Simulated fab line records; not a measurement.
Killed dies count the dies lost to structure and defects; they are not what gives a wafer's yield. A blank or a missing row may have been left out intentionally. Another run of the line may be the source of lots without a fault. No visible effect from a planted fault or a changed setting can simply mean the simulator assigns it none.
What tool caused it?	flow n5-finfet	24 lots with 72 wafers sampled at 6 steps, on a route of 1938 steps

## WHAT EACH GAUGE READ, for each wafer
The record holds no reading of a measuring or inspecting step that can be judged against a usual standard deviation.

## TOOL THAT RAN EACH LOT (tool first, then ch and the chambers of the sampled wafers, then the start)
lot	N5_FIN_SAQP_ALD_61	N5_FIN_SAQP_HM_DEP_03	N5_FIN_SAQP_PECVD_06	N5_FIN_CUT_ETCH_21	N5_FIN_CUT_CUT_ETCH_15	N5_STI_FIN_REVEAL_DENSIFY_30
L074	ald-sin-04 ch 1,3, day 1 20:04	pecvd-04 ch 0,1, day 1 20:31	pecvd-03 ch 0,1,2, day 1 20:43	rie-diel-06 ch 1,2,3, day 2 04:41	rie-si-01 ch 2,3, day 2 05:34	rtp-anneal-01 ch 0, day 2 11:24
L075	ald-sin-04 ch 1,3, day 2 04:05	pecvd-04 ch 0,1,2, day 2 04:30	pecvd-01 ch 0,1, day 2 04:42	rie-diel-01 ch 1,2,3, day 2 10:25	rie-si-01 ch 1,2,3, day 2 11:01	rtp-anneal-02 ch 0, day 2 16:46
L076	ald-sin-01 ch 1,2, day 2 08:08	pecvd-01 ch 0,1,2, day 2 08:34	pecvd-03 ch 0,1, day 2 08:46	rie-diel-01 ch 2,3, day 2 15:38	rie-si-04 ch 0,2,3, day 2 16:11	rtp-anneal-02 ch 0, day 3 00:00
L077	ald-sin-04 ch 0,1,2, day 2 14:41	pecvd-04 ch 0,1,2, day 2 15:09	pecvd-01 ch 0,1, day 2 15:22	rie-diel-01 ch 0,1,2, day 2 22:58	rie-si-01 ch 0,2,3, day 2 23:34	rtp-anneal-01 ch 0, day 3 05:23
L078	ald-sin-03 ch 0,2, day 2 21:08	pecvd-04 ch 0,2, day 2 21:36	pecvd-01 ch 0,1,2, day 2 21:49	rie-diel-01 ch 2,3, day 3 04:13	rie-si-04 ch 0,2, day 3 04:49	rtp-anneal-01 ch 0, day 3 10:52
L079	ald-sin-04 ch 0,2, day 3 02:53	pecvd-01 ch 0,2, day 3 03:25	pecvd-01 ch 1,2, day 3 03:38	rie-diel-06 ch 0,3, day 3 09:55	rie-si-04 ch 0,2, day 3 10:27	rtp-anneal-02 ch 0, day 3 16:12
L080	ald-sin-03 ch 1,2,3, day 3 08:46	pecvd-04 ch 0,1,2, day 3 09:23	pecvd-01 ch 0,1,2, day 3 09:35	rie-diel-03 ch 0,1,2, day 3 14:56	rie-si-04 ch 0,1,3, day 3 15:29	rtp-anneal-01 ch 0, day 3 21:13
L081	ald-sin-03 ch 0,1,2, day 3 14:51	pecvd-01 ch 0,2, day 3 15:26	pecvd-01 ch 0,1,2, day 3 15:38	rie-diel-01 ch 0,2,3, day 3 22:45	rie-si-01 ch 0,1,3, day 3 23:18	rtp-anneal-01 ch 0, day 4 05:56
L082	ald-sin-03 ch 0,2,3, day 3 22:57	pecvd-03 ch 0,1,2, day 3 23:23	pecvd-01 ch 0,1, day 3 23:35	rie-diel-01 ch 0,1,2, day 4 05:37	rie-si-04 ch 0,1, day 4 06:09	rtp-anneal-01 ch 0, day 4 12:10
L083	ald-sin-04 ch 1,2,3, day 4 03:20	pecvd-01 ch 0,1,2, day 4 03:45	pecvd-04 ch 0,1,2, day 4 03:57	rie-diel-01 ch 0,2, day 4 10:01	rie-si-06 ch 0,1,2, day 4 10:34	rtp-anneal-01 ch 0, day 4 17:20
L084	ald-sin-01 ch 1,3, day 4 08:07	pecvd-03 ch 0,2, day 4 08:31	pecvd-04 ch 0,1, day 4 08:44	rie-diel-01 ch 0,1,3, day 4 16:31	rie-si-01 ch 1,2, day 4 17:03	rtp-anneal-02 ch 0, day 4 23:48
L085	ald-sin-03 ch 0,1,2, day 4 17:37	pecvd-04 ch 0,1,2, day 4 18:03	pecvd-03 ch 0,1,2, day 4 18:16	rie-diel-03 ch 0,1,2, day 5 06:14	rie-si-06 ch 0,1,3, day 5 06:47	rtp-anneal-01 ch 0, day 5 12:36
L086	ald-sin-03 ch 0,2,3, day 5 00:04	pecvd-01 ch 0,1, day 5 00:29	pecvd-04 ch 0,2, day 5 00:41	rie-diel-06 ch 0,1,2, day 5 07:41	rie-si-04 ch 2,3, day 5 08:14	rtp-anneal-02 ch 0, day 5 14:00
L087	ald-sin-01 ch 1,2,3, day 5 05:05	pecvd-04 ch 0,1,2, day 5 05:30	pecvd-01 ch 0,1,2, day 5 05:42	rie-diel-01 ch 0,1,2, day 5 11:05	rie-si-01 ch 0,2,3, day 5 11:37	rtp-anneal-01 ch 0, day 5 17:22
L088	ald-sin-04 ch 0,1,2, day 5 08:52	pecvd-03 ch 0,1,2, day 5 09:17	pecvd-04 ch 1,2, day 5 09:31	rie-diel-01 ch 0,1,3, day 5 15:25	rie-si-01 ch 0,2,3, day 5 15:57	rtp-anneal-01 ch 0, day 5 21:51
L089	ald-sin-01 ch 0,1,2, day 5 14:43	pecvd-03 ch 1,2, day 5 15:08	pecvd-03 ch 0,2, day 5 15:20	rie-diel-03 ch 0,2,3, day 5 20:42	rie-si-04 ch 0,1,2, day 5 21:14	rtp-anneal-01 ch 0, day 6 03:52
L090	ald-sin-03 ch 1,3, day 5 20:20	pecvd-01 ch 0,1,2, day 5 20:45	pecvd-04 ch 1,2, day 5 20:58	rie-diel-01 ch 1,3, day 6 02:26	rie-si-04 ch 0,1,3, day 6 02:59	rtp-anneal-02 ch 0, day 6 08:58
L091	ald-sin-03 ch 0,1, day 6 02:30	pecvd-03 ch 1,2, day 6 02:55	pecvd-01 ch 0,1, day 6 03:07	rie-diel-01 ch 0,1,3, day 6 08:46	rie-si-06 ch 0,1, day 6 09:18	rtp-anneal-01 ch 0, day 6 15:10
L092	ald-sin-04 ch 0,2,3, day 6 09:05	pecvd-03 ch 0,1,2, day 6 09:31	pecvd-03 ch 0,1,2, day 6 09:43	rie-diel-03 ch 1,2, day 6 15:36	rie-si-06 ch 0,3, day 6 16:08	rtp-anneal-02 ch 0, day 6 21:55
L093	ald-sin-03 ch 0,1, day 6 15:09	pecvd-03 ch 0,1, day 6 15:34	pecvd-04 ch 0,1,2, day 6 15:47	rie-diel-06 ch 2,3, day 6 21:55	rie-si-06 ch 0,2,3, day 6 22:28	rtp-anneal-02 ch 0, day 7 04:36
L094	ald-sin-03 ch 0,2,3, day 6 20:34	pecvd-04 ch 0,1,2, day 6 20:59	pecvd-01 ch 0,1,2, day 6 21:11	rie-diel-06 ch 0,1,3, day 7 04:55	rie-si-06 ch 0,1,3, day 7 05:27	rtp-anneal-02 ch 0, day 7 11:12
L095	ald-sin-04 ch 0,1,2, day 7 03:48	pecvd-04 ch 0,1, day 7 04:13	pecvd-01 ch 0,1,2, day 7 04:25	rie-diel-01 ch 1,2, day 7 10:45	rie-si-01 ch 1,2, day 7 11:17	rtp-anneal-01 ch 0, day 7 17:22
L096	ald-sin-03 ch 0,1, day 7 08:05	pecvd-03 ch 0, day 7 08:31	pecvd-04 ch 0,2, day 7 08:44	rie-diel-06 ch 0,2,3, day 7 14:32	rie-si-01 ch 0,2,3, day 7 15:05	rtp-anneal-02 ch 0, day 7 21:18
L097	ald-sin-01 ch 0,1,3, day 7 14:03	pecvd-01 ch 0,1, day 7 14:28	pecvd-04 ch 0,1,2, day 7 14:40	rie-diel-01 ch 0,1,3, day 7 20:13	rie-si-01 ch 1,2,3, day 7 20:46	rtp-anneal-02 ch 0, day 8 02:49
- N5_FIN_SAQP_ALD_61: deposits SiO2, target thk 4 nm, pulse time 1 s, purge time 2 s.
- N5_FIN_SAQP_HM_DEP_03: deposits SiNx from SiH4/NH3/N2, target thk 38 nm, time 33.6 s.
- N5_FIN_SAQP_PECVD_06: deposits a-Si from SiH4/He, target thk 60 nm, time 48.1 s.
- N5_FIN_CUT_ETCH_21: etches SOC in N2/H2, target depth 219 nm, overetch 43.8 nm, time 523.5 s.
- N5_FIN_CUT_CUT_ETCH_15: etches Si in HBr/Cl2/O2, target depth 100 nm, bt time 10 s, time 42.4 s.
- N5_STI_FIN_REVEAL_DENSIFY_30

## AS READ BY THE TOOLS THEMSELVES (means over the sampled wafers that have a number; for cases with no such wafer, the mark the record gives instead)
N5_FIN_SAQP_ALD_61.
lot	tool	chamber-pressure-Torr (Torr)	heater-power-w (W)	precursor-pulse-height-rel
L074	ald-sin-04	2.000	489	1.009
L075	ald-sin-04	1.999	477	0.994
L076	ald-sin-01	2.001	526	1.000
L077	ald-sin-04	1.999	449	1.001
L078	ald-sin-03	2.004	495	1.009
L079	ald-sin-04	1.998	445	0.986
L080	ald-sin-03	1.998	468	0.998
L081	ald-sin-03	2.000	461	0.999
L082	ald-sin-03	2.002	506	1.001
L083	ald-sin-04	1.998	460	0.988
L084	ald-sin-01	2.002	481	0.984
L085	ald-sin-03	2.001	465	0.985
L086	ald-sin-03	2.004	503	0.997
L087	ald-sin-01	1.995	478	1.017
L088	ald-sin-04	1.997	449	1.016
L089	ald-sin-01	2.001	532	1.004
L090	ald-sin-03	2.001	450	0.990
L091	ald-sin-03	1.997	443	1.003
L092	ald-sin-04	2.003	468	1.001
L093	ald-sin-03	2.001	441	1.008
L094	ald-sin-03	2.004	507	1.008
L095	ald-sin-04	2.001	451	1.001
L096	ald-sin-03	2.003	438	0.978
L097	ald-sin-01	2.001	491	0.996

N5_FIN_SAQP_HM_DEP_03.
lot	tool	chamber-pressure-Torr (Torr)	heater-power-w (W)	showerhead-plenum-p-Torr (Torr)	throttle-valve-pct (%)
L074	pecvd-04	1.501	894	5.17	43.2
L075	pecvd-04	1.503	855	5.16	41.5
L076	pecvd-01	1.497	818	5.16	38.7
L077	pecvd-04	1.498	840	5.16	41.5
L078	pecvd-04	1.502	725	5.19	40.9
L079	pecvd-01	1.503	928	5.14	37.9
L080	pecvd-04	1.502	796	5.16	41.7
L081	pecvd-01	1.498	969	5.14	37.6
L082	pecvd-03	1.500	773	5.19	38.7
L083	pecvd-01	1.504	866	5.17	38.8
L084	pecvd-03	1.502	829	5.23	39.0
L085	pecvd-04	1.500	818	5.17	41.8
L086	pecvd-01	1.498	1007	5.15	39.3
L087	pecvd-04	1.500	848	5.17	41.7
L088	pecvd-03	1.500	790	5.18	39.0
L089	pecvd-03	1.503	780	5.14	38.7
L090	pecvd-01	1.500	888	5.16	38.9
L091	pecvd-03	1.497	816	5.13	38.5
L092	pecvd-03	1.503	833	5.19	39.0
L093	pecvd-03	1.502	709	5.19	39.8
L094	pecvd-04	1.498	817	5.17	41.9
L095	pecvd-04	1.500	809	5.17	43.0
L096	pecvd-03	1.501	811	5.25	40.2
L097	pecvd-01	1.497	906	5.17	40.5

N5_FIN_SAQP_PECVD_06.
lot	tool	chamber-pressure-Torr (Torr)	heater-power-w (W)	showerhead-plenum-p-Torr (Torr)	throttle-valve-pct (%)
L074	pecvd-03	3.004	835	5.70	17.8
L075	pecvd-01	3.004	1003	5.69	18.5
L076	pecvd-03	3.002	771	5.67	17.8
L077	pecvd-01	2.996	928	5.69	18.3
L078	pecvd-01	3.005	958	5.68	17.7
L079	pecvd-01	2.998	795	5.70	17.6
L080	pecvd-01	2.997	923	5.68	17.6
L081	pecvd-01	2.999	915	5.68	17.7
L082	pecvd-01	3.006	1011	5.70	18.3
L083	pecvd-04	3.004	898	5.69	19.0
L084	pecvd-04	3.003	902	5.66	19.3
L085	pecvd-03	2.998	797	5.69	17.7
L086	pecvd-04	3.003	851	5.71	18.7
L087	pecvd-01	3.003	942	5.69	17.9
L088	pecvd-04	2.994	887	5.68	18.2
L089	pecvd-03	3.004	870	5.74	17.8
L090	pecvd-04	3.004	898	5.65	18.8
L091	pecvd-01	3.000	1048	5.67	18.3
L092	pecvd-03	2.999	889	5.70	17.9
L093	pecvd-04	2.999	908	5.69	19.0
L094	pecvd-01	3.008	908	5.68	17.7
L095	pecvd-01	2.994	959	5.68	17.6
L096	pecvd-04	2.997	866	5.71	19.2
L097	pecvd-04	2.998	947	5.69	18.9

N5_FIN_CUT_ETCH_21.
lot	tool	drypump-motor-current-A (A)	oes-product-au (a.u.)	rf-vpp-V (V)	showerhead-plenum-p-Torr (Torr)	temp-c (C)	throttle-valve-pct (%)
L074	rie-diel-06	6.0	0.68	240.6	2.43	40.05	17.94
L075	rie-diel-01	5.4	0.70	241.7	2.62	40.12	18.10
L076	rie-diel-01	5.4	0.72	241.0	2.64	39.98	18.06
L077	rie-diel-01	5.5	0.68	241.0	2.60	40.07	17.98
L078	rie-diel-01	5.4	0.73	241.2	2.62	40.12	18.23
L079	rie-diel-06	6.3	0.72	239.2	2.42	39.86	17.52
L080	rie-diel-03	6.3	0.69	240.3	2.57	39.98	17.97
L081	rie-diel-01	5.4	0.70	241.2	2.60	39.97	18.13
L082	rie-diel-01	5.5	0.68	240.7	2.60	40.14	18.02
L083	rie-diel-01	5.4	0.69	242.7	2.61	40.08	17.97
L084	rie-diel-01	5.5	0.69	240.9	2.58	39.95	18.17
L085	rie-diel-03	6.3	0.67	241.6	2.57	39.96	17.99
L086	rie-diel-06	6.2	0.74	241.3	2.55	40.00	17.82
L087	rie-diel-01	5.5	0.67	242.5	2.59	39.96	18.02
L088	rie-diel-01	5.5	0.68	240.8	2.57	40.03	18.18
L089	rie-diel-03	5.9	0.70	241.2	2.59	40.01	17.85
L090	rie-diel-01	5.5	0.67	241.6	2.59	39.96	18.19
L091	rie-diel-01	5.5	0.67	240.6	2.57	39.99	18.19
L092	rie-diel-03	6.6	0.65	239.9	2.49	40.01	17.97
L093	rie-diel-06	5.8	0.70	238.6	2.40	39.89	17.79
L094	rie-diel-06	6.3	0.74	239.7	2.50	40.07	17.64
L095	rie-diel-01	5.5	0.66	240.9	2.60	40.03	18.04
L096	rie-diel-06	6.1	0.69	239.0	2.42	40.05	17.78
L097	rie-diel-01	5.5	0.67	241.7	2.56	40.04	18.21

N5_FIN_CUT_CUT_ETCH_15.
lot	tool	drypump-motor-current-A (A)	oes-product-au (a.u.)	throttle-valve-pct (%)
L074	rie-si-01	5.8	0.989	37.4
L075	rie-si-01	5.6	0.984	37.1
L076	rie-si-04	5.9	0.991	37.5
L077	rie-si-01	5.5	0.986	37.2
L078	rie-si-04	6.2	0.998	37.7
L079	rie-si-04	5.8	0.993	37.6
L080	rie-si-04	5.5	0.979	37.2
L081	rie-si-01	5.3	0.993	37.2
L082	rie-si-04	5.5	0.973	37.1
L083	rie-si-06	5.8	1.000	37.4
L084	rie-si-01	5.6	0.975	36.9
L085	rie-si-06	6.1	0.984	37.6
L086	rie-si-04	5.9	0.989	37.5
L087	rie-si-01	5.5	0.989	37.2
L088	rie-si-01	5.5	0.990	37.2
L089	rie-si-04	5.8	0.987	37.4
L090	rie-si-04	5.5	0.975	37.2
L091	rie-si-06	6.2	0.992	37.6
L092	rie-si-06	6.1	0.981	37.6
L093	rie-si-06	5.8	0.994	37.4
L094	rie-si-06	6.1	0.983	37.6
L095	rie-si-01	5.5	0.973	36.9
L096	rie-si-01	5.5	0.988	37.2
L097	rie-si-01	5.6	0.984	37.2

N5_STI_FIN_REVEAL_DENSIFY_30.
lot	tool	lamp-power-pct (%)
L074	rtp-anneal-01	11.54
L075	rtp-anneal-02	11.55
L076	rtp-anneal-02	11.56
L077	rtp-anneal-01	11.49
L078	rtp-anneal-01	11.52
L079	rtp-anneal-02	11.52
L080	rtp-anneal-01	11.51
L081	rtp-anneal-01	11.49
L082	rtp-anneal-01	11.56
L083	rtp-anneal-01	11.50
L084	rtp-anneal-02	11.55
L085	rtp-anneal-01	11.54
L086	rtp-anneal-02	11.55
L087	rtp-anneal-01	11.55
L088	rtp-anneal-01	11.57
L089	rtp-anneal-01	11.57
L090	rtp-anneal-02	11.53
L091	rtp-anneal-01	11.53
L092	rtp-anneal-02	11.46
L093	rtp-anneal-02	11.49
L094	rtp-anneal-02	11.49
L095	rtp-anneal-01	11.53
L096	rtp-anneal-02	11.55
L097	rtp-anneal-02	11.56

## THE ANSWER, worked out from the rows above alone
Rule: usual is defined by the lots themselves. Put in order of their means at a reading, lots are off if they are a third of the lots or fewer, leave a main group of 4 or more, and stand apart from it by a gap of 3 or more times the standard deviation of the main group's means; of several such gaps the widest counts. A main group is skipped when, at the precision printed for the reading in the tables above, its means are all equal. Also off: a lot with no number at a reading for which 4 or more lots have one. Where the step has rows for the other lots, those lots are counted as sound. Order of review: gauges by route order, followed by the tools' own readings, for which a lot's mean as printed above is used. At the first step where some lot is off, the reading lying furthest off is the one used; lots without a number count as furthest.
Across all readings shown, no lot is off: no conclusion can be drawn from this.

## WHAT WAS PUT IN BY THE SIMULATOR
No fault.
